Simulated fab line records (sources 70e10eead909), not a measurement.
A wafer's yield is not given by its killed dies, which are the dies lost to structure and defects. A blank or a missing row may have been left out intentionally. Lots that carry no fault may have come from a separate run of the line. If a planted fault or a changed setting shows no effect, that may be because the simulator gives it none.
Matching of chambers	flow nand_harc	NHARC_P_CONTACT_DEP_30 on pecvd-02: 3 sister chambers
The step deposits SiNx, target thk 30 nm. 3 wafers are shown with their chamber, then 7 later ones without.

== WAFERS PAIRED WITH THEIR CHAMBERS ==
wafer	chamber	heater_power_outer_w (W)
L086.5	1	470
L090.1	2	523
L090.3	0	479

== WAFERS WHOSE CHAMBER IS MISSING ==
wafer	heater_power_outer_w (W)
L090.5	491
L094.1	409
L094.3	430
L094.5	425
L095.3	432
L095.5	430
L095.6	432

== WHICH CHAMBER EACH WENT THROUGH ==
wafer	from the rows above	in truth
L090.5	can't be placed: 0 or 1 or 2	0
L094.1	can't be placed: 1 or 0 or 2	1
L094.3	can't be placed: 1 or 0 or 2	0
L094.5	can't be placed: 1 or 0 or 2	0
L095.3	can't be placed: 1 or 0 or 2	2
L095.5	can't be placed: 1 or 0 or 2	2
L095.6	can't be placed: 1 or 0 or 2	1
Correct placement for 0 of the 7. These rows do not allow placing 7 (true chamber among the candidates in 7). Wrongly placed: 0.
How it was worked out, from the rows above alone: a wafer's distance from a chamber is the root of the sum, over the readings, of the square of ((its reading less the chamber's mean) divided by the reading's scatter). The wafer belongs to the nearest chamber; if the next one is less than 2 further off, it can't be placed. The mean given for a chamber averages the wafers shown for that chamber. The scatter: with one shown wafer a chamber, the root of the mean of the squares of how far each hidden wafer lies from its nearest shown one.
